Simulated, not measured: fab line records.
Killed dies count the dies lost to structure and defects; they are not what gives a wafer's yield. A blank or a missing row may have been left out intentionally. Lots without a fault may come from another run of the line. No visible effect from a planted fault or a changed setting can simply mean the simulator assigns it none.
A struck lot beside a sound one -- flow nand-harc -- 12 steps out of a route of 1159
Sound: these wafers, L990.2, L990.5, L990.6. Struck: wafers L102.1, L102.4. (L102.2 of the same lot was not struck and is left out.) The cause comes at the end.
For every step that has rows: the tool of each side, followed by ch and its chambers, followed by its first start. Under that, the readings that differ: sound wafers -- struck wafers -- difference of the means -- sigmas: that difference in standard deviations of wafers without a fault.
alike: a reading whose means differ by less than 2 such deviations, as well as words and numbers matching on both sides. not compared: withheld readings; readings where some wafer has no value; bounds like >300 that might hide an equal value; numbers whose values overlap and for which the record gives no deviation.
The two part at a step that has a row with sigmas, a row that says differs or no value, or rows on one side only. Numbers that don't overlap but have no deviation are shown without sigmas and don't part them. A reading missing from all wafers of one side parts the sides only when that side holds two or more wafers.

NHARC_A_STAIRCASE_DEP_417: deposits Si3N4, target thk 60 nm.
  sound on pecvd-03 ch 0,1, day 12 13:45; struck on pecvd-01 ch 1, day 16 00:37
reading,sound,struck,difference,sigmas
heater-power-w (W),572 569 604,832 853,+261,+2
then, 3 steps without rows for these wafers: NHARC_A_STAIRCASE_WET_418 (chemistry H3PO4, target depth 20 nm); NHARC_A_STAIRCASE_PRECLEAN_419 (cleans in SC1); NHARC_A_STAIRCASE_SRD_421.
NHARC_A_STAIRCASE_ALD_420: deposits SiO2, target thk 20 nm, pulse time 6 s, ald cycles 200.
  sound on ald-hk-03 ch 0,1, day 12 17:41; struck on ald-hk-02 ch 1,2, day 16 04:52
  alike: heater-power-w, precursor-pulse-height-rel
then, 1 step without rows for these wafers: NHARC_A_STAIRCASE_CVD_552 (deposits SiNx, target thk 40 nm).
NHARC_A_STAIRCASE_DEP_151: deposits SiO2, target thk 3800 nm.
  sound on pecvd-03 ch 0,1,2, day 13 00:36; struck on pecvd-03 ch 0, day 16 13:07
  alike: heater-power-w, mfc-precursor-sccm
then, 1 step without rows for these wafers: NHARC_A_STAIRCASE_ANNEAL_320 (time 1800 s).
NHARC_A_STAIRCASE_DEP_322: deposits SiO2, target thk 3800 nm.
  sound on pecvd-01 ch 0,1, day 13 08:46; struck on pecvd-03 ch 1,2, day 16 21:49
  alike: heater-power-w, mfc-precursor-sccm
then, 1 step without rows for these wafers: NHARC_A_STAIRCASE_ANNEAL_323 (time 1800 s).
NHARC_A_STAIRCASE_DEP_325: deposits SiO2, target thk 3800 nm.
  sound on pecvd-01 ch 0,1,2, day 13 15:52; struck on pecvd-01 ch 0, day 17 05:40
reading,sound,struck,difference,sigmas
mfc-precursor-sccm (sccm),199.9 199.3 199.5,72.6 72.8,-126.9,-99 or more
  alike: heater-power-w
then, 1 step without rows for these wafers: NHARC_A_STAIRCASE_ANNEAL_326 (time 1800 s).

## WHERE THEY PART
Last at NHARC_A_STAIRCASE_DEP_325 as far as this record goes, first at NHARC_A_STAIRCASE_DEP_417.

WHY: whatever the simulator had introduced
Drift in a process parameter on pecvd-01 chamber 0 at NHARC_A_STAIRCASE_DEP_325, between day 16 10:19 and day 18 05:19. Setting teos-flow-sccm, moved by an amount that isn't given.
